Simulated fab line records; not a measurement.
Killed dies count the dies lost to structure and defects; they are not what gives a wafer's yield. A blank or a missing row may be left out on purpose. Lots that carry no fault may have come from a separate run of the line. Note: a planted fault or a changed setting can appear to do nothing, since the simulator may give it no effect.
fab line records	flow n5Finfet
record lots=4	wafers=12	lastDay=17
route steps=1938 shown BEOL_M12@1627 BEOL_M13@1659 BEOL_M15@1830
lots that met no fault: from a run of the same line without faults
startH: the number of hours between the record's first day and the start of the first shown wafer of the lot	waitH: hours since the lot's step before	" unchanged from the row above	L1.1+2: a single row standing in for several wafers	- either no value or no given start	* or withheld: withheld	< > ~ a bound
route shown NAME@n: names a module that has steps shown in the file, with the first one's number in the route	usual: mean/standard deviation of fault-free wafers	same: alike in all rows	chamber/n: place in a boat	sites: each site's reading	_std_site: standard deviation of those values	_edge_site: outer sites' mean less inner sites'	radiusMm: for every site, how far away it sits from the centre of the wafer	mask NAME#n: copy n	behind: tool/chamber where the wafer was last shaped	hold: reason for holding the lot/hours on hold/outcome of the hold	device: which transistor (n, p or np) failed to switch	end of line: the tests these same wafers got at the end of their route	for a step that has no rows: nothing shown but its recipe	killed: the dies lost at the first sort to structure and to defects; this is not the yield of the wafer	map: per-die view of a wafer (x killed, . not killed, _ where there is no die)
set.NAME: setting as actually run; set.NAME@STEP: the setting as run at that earlier step	model.NAME: the simulator's own value behind a step, which no gauge read
lots seen at some steps along the route; tables by step, rows by wafer
services: when a tool's chamber went out of use (startH, in hours from the record's first day, below 0 if earlier), for how many hours, and the reason
## steps
# step N5_BEOL_M12_SOFTBAKE_23
# recipe tempC=130	timeS=60
# step N5_BEOL_M12_EXPOSE_25
# recipe maskId=M12	na=0.93	sourceShape=conventional	sigmaOuter=0.4	polarization=unpolarized	doseMj=21.8
# step N5_BEOL_M12_PEB_26
# recipe pebTempC=130	pebTimeS=90
# step N5_BEOL_M12_DEVELOP_27
# recipe developTimeS=45	rinseLiquid=diw	dry=airSpin	devTempC=21
# step N5_BEOL_M12_HARDBAKE_32
# recipe tempC=130	timeS=120
# step N5_BEOL_M12_DESCUM_33
# recipe chemistry=O2	timeS=7.9	sourcePowerW=50	biasPowerW=20	pressureMtorr=20	rfFrequencyHz=2.712e+07	tempC=40	o2FlowSccm=225
# step N5_BEOL_M12_ETCH_67
# recipe chemistry=CF4	target=SiARC	targetDepthA=1430	timeS=238.3	ionEnergyEv=80	pressureMtorr=40	sourceW=545	biasW=36	Ar_flow_sccm=100	cf4FlowSccm=100	ends=cleared
# step N5_BEOL_M12_ETCH_68
# recipe chemistry=N2/H2	target=SOC	maskMaterial=SiARC	sourceW=3000	biasW=350	tempC=40	timeS=285	ionEnergyEv=200	pressureMtorr=30	n2FlowSccm=200	h2FlowSccm=200
# step N5_BEOL_M12_STRIP_69
# recipe chemistry=N2/H2	tempC=40	n2FlowSccm=200	h2FlowSccm=200	rfFrequencyHz=6e+07
# step N5_BEOL_M12_TRENCH_ETCH_34
# recipe chemistry=C4F8/O2/Ar	target=SiOC	targetDepthA=3189.5	maskMaterial=SOC	pressureMtorr=30	sourceW=3000	biasW=700	Ar_flow_sccm=400	C4F8_flow_sccm=15	O2_flow_sccm=8	heInnerTorr=15	heOuterTorr=30	timeS=125.5	ionEnergyEv=250
# usual biasW=699.7/2.2	drypumpMotorCurrentA=5.6/0.58	heInnerTorr=15.00/0.031	oesProductAu=0.83/0.081	rfVppV=666/3.5	showerheadPlenumPTorr=3.44/0.11	throttleValvePct=24.0/0.32
lot.wafer	tool	chamber	startH	waitH	biasW	drypumpMotorCurrentA	heInnerTorr	oesProductAu	rfHoursCounterH	rfVppV	showerheadPlenumPTorr	throttleValvePct	model.etch.depthNm
L564.2	rieDiel-05	0	244.07	0.0	702.2	5.2	15.05	0.77	132	661	3.33	24.1	317.6
L564.4	"	3	"	"	701.4	5.4	14.97	0.92	11	664	3.38	23.9	314.6
L564.6	"	1	"	"	697.6	4.9	14.98	0.86	-	662	3.33	23.5	317.1
L569.1	rieDiel-05	3	267.69	0.0	701.9	5.4	15.01	0.90	18	663	3.38	23.9	312.2
L569.2	"	0	"	"	696.1	5.3	14.99	0.77	142	662	3.32	24.1	397
L569.6	"	0	"	"	697.5	5.3	14.97	0.77	-	662	3.32	24.1	398.5
L571.1	rieDiel-05	0	277.58	0.0	699.0	5.3	14.97	0.76	145	662	3.32	24.1	398.4
L571.3	"	2	"	"	699.1	5.6	15.01	0.75	150	666	3.44	24.2	305.9
L571.4	"	1	"	"	701.5	4.9	15.03	0.85	57	663	3.32	23.5	316.2
L580.1	rieDiel-02	2	354.24	0.0	700.4	5.4	15.02	0.80	102	669	3.54	23.6	312.8
L580.2	"	1	"	"	698.7	6.0	15.00	0.88	23	667	3.47	24.0	314.7
L580.3	"	3	"	"	700.0	5.8	14.99	0.74	176	664	3.40	24.0	319.6
# step N5_BEOL_M12_STRIP_70
# recipe chemistry=C4F8/O2/Ar	resist=SiARC	rfFrequencyHz=6e+07
# step N5_BEOL_M12_OCD_MEAS_35
# usual trenchDepthNm=318/6.5
lot.wafer	tool	chamber	startH	waitH	trenchDepthNm
L564.2	ocd-01	-	244.23	0.0	318
L564.4	"	-	"	"	315
L564.6	"	-	"	"	317
L569.1	ocd-02	-	267.84	0.0	312
L569.2	"	-	"	"	397
L569.6	"	-	"	"	399
L571.1	ocd-01	-	277.73	0.0	399
L571.3	"	-	"	"	306
L571.4	"	-	"	"	316
L580.1	ocd-02	-	354.39	0.0	313
L580.2	"	-	"	"	314
L580.3	"	-	"	"	320
# step N5_BEOL_M12_STRIP_37
# recipe chemistry=N2/H2	powerW=1000	tempC=250	h2Frac=0.65	overashFraction=0.3	pressureMtorr=withheld	n2FlowSccm=1750	h2FlowSccm=3250
# step N5_BEOL_M12_ETCH_38
# recipe chemistry=CF4/N2	target=SiCN	targetDepthA=687	taperDeg=2	timeS=73.4	ionEnergyEv=150	maskMaterial=SiO2	pressureMtorr=40	sourceW=430	biasW=70	Ar_flow_sccm=100	cf4FlowSccm=60	n2FlowSccm=60
# step N5_BEOL_M12_PRECLEAN_39
# recipe chemistry=residueRemover	timeS=60	tempC=40
# step N5_BEOL_M12_SRD_40
# recipe timeS=30	tempC=23	rinseLiquid=diw	dry=n2Spin	spinRpm=1500	dryTimeS=30
# step N5_BEOL_M12_DEGAS_41
# recipe ambient=vacuum	tempC=250	timeS=60
# step N5_BEOL_M12_PRE_CLEAN_42
# recipe gas=H2/He	timeS=30	tempC=250
# step N5_BEOL_M12_SPUTTER_43
# recipe material=TaN	targetThkA=150	tempC=50	biasV=168.6	powerW=15000	chamberPressurePa=0.12	timeS=24.19
# step N5_BEOL_M12_SPUTTER_44
# recipe material=Ta	targetThkA=100	tempC=50	biasV=80	powerW=15000	chamberPressurePa=0.07	timeS=16.13
# step N5_BEOL_M12_SPUTTER_45
# recipe material=Cu	targetThkA=800	tempC=-20	biasV=60	powerW=26000	chamberPressurePa=0.13	timeS=13.33
# step N5_BEOL_M12_ECD_47
# recipe material=Cu	targetThkA=7200
# step N5_BEOL_M12_ANNEAL_48
# recipe tempC=225	timeS=90	ambient=N2
# step N5_BEOL_M12_CMP_49
# recipe stopOn=SiOC	tOverpolishS=20.6	downForcePsi=1	platenRpm=50	clearingPlatenDownForcePsi=1.5	clearingPlatenRpm=50	postCmpClean=cuAlkaline	targetThkNm=320	clearingPlatenPadVelocityMS=0.99484	padVelocityMS=0.99484
# usual barrierFieldEndpointS=30.0/0.67	edgeZonePressureFrac=1.000/0.0045	motorCurrentA=6.0/0.39	overpolishRunS=20.601/0.0096
lot.wafer	tool	chamber	startH	waitH	barrierFieldEndpointS	edgeZonePressureFrac	motorCurrentA	overpolishRunS	model.Cu_of_BEOL_M12_ECD_47.thkNm
L564.2	cmp-04	1	246.17	0.2	29.4	0.994	5.8	20.586	317.6
L564.4	"	2	"	"	29.6	0.998	5.5	20.601	314.6
L564.6	"	2	"	"	30.1	0.996	5.5	20.602	316.4
L569.1	cmp-04	3	269.19	0.3	30.7	1.000	6.0	20.607	314.8
L569.2	"	0	"	"	30.5	1.004	6.5	20.590	398.8
L569.6	"	3	"	"	31.0	1.003	5.6	20.598	401.2
L571.4	cmp-02	1	281.67	0.2	30.1	1.005	6.4	20.595	318.4
L571.3	"	2	"	"	29.6	0.991	5.9	20.606	306.8
L571.1	"	3	"	"	30.7	0.993	6.4	20.602	398.4
L580.1	cmp-03	1	356.09	0.3	29.0	1.006	6.3	20.609	311
L580.3	"	2	"	"	29.2	1.003	6.0	20.594	318.4
L580.2	"	3	"	"	29.8	0.997	6.2	20.594	314.2
# step N5_BEOL_M12_THK_MEAS_50
# recipe thkMeasGauge=xrf	reads=Cu_of_BEOL_M12_ECD_47
# usual M12_THK=313/7.2
lot.wafer	tool	chamber	startH	waitH	M12_THK[nm]
L564.2	filmMetro-01	-	246.46	-	307
L564.4	"	-	"	"	306
L564.6	"	-	"	"	308
L569.1	filmMetro-01	-	269.48	-	311
L569.2	"	-	"	"	394
L569.6	"	-	"	"	394
L571.1	filmMetro-01	-	282.17	-	393
L571.3	"	-	"	"	304
L571.4	"	-	"	"	315
L580.1	filmMetro-01	-	356.35	-	308
L580.2	"	-	"	"	310
L580.3	"	-	"	"	313
# step N5_BEOL_M12_PRE_CLEAN_52
# recipe gas=NH3	timeS=15	tempC=withheld	rfPowerW=300
# step N5_BEOL_M12_DEP_53
# recipe material=SiCN	targetThkA=300	tempC=withheld	precursor=3MS/NH3	pressureTorr=3	rfW=675	timeS=10.5
# step N5_BEOL_M12_RS_MEAS_54
# recipe thkMeasGauge=four-point-probe	reads=Cu_of_BEOL_M12_ECD_47+Ta_of_BEOL_M12_SPUTTER_44+TaN_of_BEOL_M12_SPUTTER_43
# usual M12_RS=0.0602/0.0013
lot.wafer	tool	chamber	startH	waitH	M12_RS[ohm/sq]
L564.2	filmMetro-02	-	246.59	0.0	0.0605
L564.4	"	-	"	"	0.0610
L564.6	"	-	"	"	0.0608
L569.1	filmMetro-01	-	269.61	0.0	0.0609
L569.2	"	-	"	"	0.0479
L569.6	"	-	"	"	0.0473
L571.1	filmMetro-01	-	282.30	0.0	0.0477
L571.3	"	-	"	"	0.0627
L571.4	"	-	"	"	0.0603
L580.1	filmMetro-01	-	356.47	0.0	0.0618
L580.2	"	-	"	"	0.0611
L580.3	"	-	"	"	0.0603
# step N5_BEOL_M13_ILD_DEP_00
# recipe material=SiOC	targetThkA=8379.2	tempC=350	precursor=DEMS/O2	pressureTorr=5	rfW=500	timeS=166.4
# step N5_BEOL_M13_COAT_58
# recipe resist=BARC	tempC=205	timeS=60	spinRpm=1500	resistThkNm=89
# step N5_BEOL_M13_COAT_04
# recipe spinRpm=1625	resistThkNm=400
# step N5_BEOL_M13_EBR_06
# recipe solvent=PGMEA	ebrWidthMm=1.5
# step N5_BEOL_M13_SOFTBAKE_05
# recipe tempC=130	timeS=60
# step N5_BEOL_M13_EXPOSE_07
# recipe maskId=V12	na=0.93	sourceShape=conventional	sigmaOuter=0.6	polarization=unpolarized	attpsmPhaseDeg=180	doseMj=24.8
# step N5_BEOL_M13_PEB_08
# recipe pebTempC=130	pebTimeS=90
# step N5_BEOL_M13_DEVELOP_09
# recipe developTimeS=45	rinseLiquid=diw	dry=airSpin	devTempC=21
# step N5_BEOL_M13_HARDBAKE_14
# recipe tempC=130	timeS=120
# step N5_BEOL_M15_RC_MEAS_101
# usual COMB_M10=1.5e-11/3.1e-12	COMB_M11=1.5e-11/3.6e-12	COMB_M13=4.6e-12/1.2e-12	COMB_M14=3.8e-12/1.3e-12	COMB_M15=2.7e-12/1.1e-12	COMB_M5=3.5e-11/6.8e-12	COMB_M6=2.6e-11/5.7e-12	COMB_M7=2.5e-11/4.9e-12	COMB_M8=2.6e-11/5.8e-12	COMB_M9=1.5e-11/3.4e-12	COMB_M9_max_site=2.2e-11/5.5e-12	SERP_M10=3.11/0.099	SERP_M11=3.07/0.096	SERP_M12=0.640/0.02	SERP_M12_max_site=0.652/0.021	SERP_M13=0.309/0.007	SERP_M14=0.161/0.0058	SERP_M14_max_site=0.163/0.0061	SERP_M5=38.8/1.6	SERP_M6=13.9/0.5	SERP_M7=14.1/0.67	SERP_M8=14.0/0.59	SERP_M9=3.06/0.096	SERP_M9_max_site=3.14/0.11
lot.wafer	tool	chamber	startH	waitH	COMB_M10[S/m]	COMB_M11[S/m]	COMB_M13[S/m]	COMB_M14[S/m]	COMB_M15[S/m]	COMB_M5[S/m]	COMB_M6[S/m]	COMB_M7[S/m]	COMB_M8[S/m]	COMB_M9[S/m]	COMB_M9_max_site[S/m]	SERP_M10[ohm/um]	SERP_M11[ohm/um]	SERP_M12[ohm/um]	SERP_M12_max_site[ohm/um]	SERP_M13[ohm/um]	SERP_M14[ohm/um]	SERP_M14_max_site[ohm/um]	SERP_M5[ohm/um]	SERP_M6[ohm/um]	SERP_M7[ohm/um]	SERP_M8[ohm/um]	SERP_M9[ohm/um]	SERP_M9_max_site[ohm/um]
L564.2	prober-01	0	262.04	0.6	1.3e-11	1.3e-11	3.9e-12	2.2e-12	1.6e-12	3.3e-11	1.5e-11	2.8e-11	2.9e-11	1.6e-11	2.2e-11	3.11	3.17	0.662	0.668	0.312	0.170	0.172	38.4	14.0	15.3	13.7	3.19	3.32
L564.4	"	0	"	"	1.4e-11	1.4e-11	5.7e-12	2.7e-12	1.7e-12	4.6e-11	1.9e-11	2e-11	2.7e-11	1.3e-11	1.6e-11	3.10	3.18	0.643	0.656	0.314	0.150	0.151	38.7	13.9	15.1	13.3	3.06	3.15
L564.6	"	0	"	"	1.8e-11	1e-11	4.5e-12	2.6e-12	1.1e-12	4.8e-11	2.3e-11	2.5e-11	2.3e-11	1.3e-11	2e-11	3.17	3.29	0.648	0.658	0.315	0.155	0.157	36.6	14.8	14.4	13.4	3.13	3.18
L569.1	prober-01	0	290.56	0.0	1.5e-11	1.8e-11	4.5e-12	2.9e-12	2.5e-12	3.9e-11	2.6e-11	2e-11	2.3e-11	1.1e-11	1.4e-11	3.12	3.04	0.637	0.649	0.301	0.166	0.167	37.7	13.9	14.8	15.0	3.01	3.11
L569.2	"	0	"	"	1.4e-11	1.6e-11	4.1e-12	3.8e-12	2.4e-12	3.6e-11	2.8e-11	2.7e-11	1.8e-11	1.4e-11	2.2e-11	3.15	3.09	0.508	0.512	0.303	0.157	0.158	38.0	13.6	13.6	13.7	3.14	3.42
L569.6	"	0	"	"	2e-11	1.8e-11	5.5e-12	2.6e-12	1.4e-12	3.3e-11	2.6e-11	3.4e-11	2.1e-11	1.5e-11	1.7e-11	3.12	3.10	0.495	0.499	0.301	0.165	0.166	38.4	13.6	14.0	14.9	3.12	3.21
L571.1	prober-02	0	299.56	0.0	1.3e-11	2e-11	5.4e-12	4.4e-12	3.8e-12	3.9e-11	2.1e-11	2.3e-11	2.8e-11	1.1e-11	1.9e-11	3.16	3.11	0.519	0.533	0.305	0.166	0.167	38.1	14.2	12.5	13.7	3.19	3.25
L571.3	"	0	"	"	1.3e-11	1.7e-11	4.2e-12	5.3e-12	3.8e-12	3.9e-11	2.4e-11	2.8e-11	2.5e-11	1.8e-11	2.1e-11	3.23	2.96	0.667	0.680	0.307	0.159	0.162	37.4	14.1	12.8	14.4	3.08	3.22
L571.4	"	0	"	"	1.4e-11	1.8e-11	5.2e-12	5.1e-12	4.2e-12	3.2e-11	2.2e-11	2.4e-11	3.9e-11	1.4e-11	1.8e-11	3.29	3.11	0.637	0.645	0.311	0.164	0.166	39.6	13.7	13.8	13.5	3.09	3.23
L580.1	prober-01	0	378.07	0.0	1.1e-11	1e-11	3e-12	2.6e-12	1.9e-12	3.2e-11	2.9e-11	1.8e-11	2.3e-11	1.7e-11	2.3e-11	3.12	3.13	0.641	0.660	0.312	0.169	0.173	35.8	14.8	14.1	13.7	3.03	3.13
L580.2	"	0	"	"	1.3e-11	1.5e-11	3.8e-12	2.9e-12	3.3e-12	2.3e-11	3.4e-11	1.9e-11	2e-11	1.6e-11	2.3e-11	3.16	3.16	0.656	0.667	0.314	0.161	0.163	36.3	14.3	14.0	14.4	3.10	3.15
L580.3	"	0	"	"	8e-12	1.3e-11	3.4e-12	2.5e-12	7e-13	3.1e-11	3.7e-11	2.3e-11	2.3e-11	2.1e-11	3.1e-11	2.98	2.91	0.652	0.662	0.319	0.167	0.168	35.3	13.9	13.9	14.0	2.96	3.03
# sites SERP_M12 radiusMm=0,75,75,75,75,140,140,140,140
L564.2 0.655 0.666 0.660 0.665 0.668 0.664 0.662 0.656 0.658
L569.1 0.615 0.637 0.649 0.628 0.629 0.642 0.648 0.636 0.646
L571.1 0.519 0.519 0.521 0.515 0.505 0.533 0.519 0.521 0.520
L580.1 0.632 0.638 0.641 0.649 0.633 0.631 0.647 0.660 0.655
## services
tool	chamber	startH	hours	kind
cmp-03	-	220.94	0.8	repair
cmp-03	-	233.89	0.3	repair
cmp-02	-	237.89	4.0	pm
cmp-02	-	241.89	-	consumableReplace:conditioner
cmp-02	-	241.89	-	consumableReplace:pad
cmp-02	-	245.71	4.2	repair
rieDiel-05	-	250.18	0.4	repair
cmp-03	-	259.78	4.0	pm
cmp-03	-	263.78	-	consumableReplace:conditioner
cmp-03	-	263.78	-	consumableReplace:pad
rieDiel-02	1	268.76	-	clean
cmp-04	-	278.21	0.4	repair
cmp-02	-	283.57	2.2	repair
cmp-02	-	298.87	3.1	repair
cmp-03	-	311.07	5.7	pm
cmp-02	-	320.60	7.2	pm
cmp-03	-	324.47	1.2	repair
rieDiel-05	2	325.98	13.5	repair
rieDiel-05	-	330.64	3.9	repair
cmp-02	-	334.81	0.5	repair
rieDiel-05	3	336.29	3.1	repair
cmp-04	-	337.08	5.0	pm
cmp-03	-	338.28	3.1	repair
cmp-02	-	341.57	5.1	pm
## key
firstSign step=N5_BEOL_M12_OCD_MEAS_35	reading=trenchDepthNm	direction=up	sigmas=12	usual=318	struck=398
effect step=N5_BEOL_M12_THK_MEAS_50	reading=M12_THK	direction=up	sigmas=11	usual=313	struck=394
effect step=N5_BEOL_M12_RS_MEAS_54	reading=M12_RS	direction=down	sigmas=9.7	usual=0.0602	struck=0.0476
effect step=N5_BEOL_M15_RC_MEAS_101	reading=SERP_M12	direction=down	sigmas=6.7	usual=0.640	struck=0.507
modelEffect step=N5_BEOL_M12_TRENCH_ETCH_34	value=etch.depthNm	without=316.6	struck=398
modelEffect step=N5_BEOL_M12_CMP_49	value=Cu_of_BEOL_M12_ECD_47.thkNm	without=318.1	struck=399.5
metAt N5_BEOL_M12_TRENCH_ETCH_34
struckWafers L569.2,L569.6,L571.1
onsetBetween 244.07 267.69
fault kind=processParameterDrift	tool=rieDiel-05	chamber=0	onsetH=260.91	steps=N5_BEOL_M12_TRENCH_ETCH_34	channel=timeS	offset=*	shape=step	endH=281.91	actsIn=*	stated=*
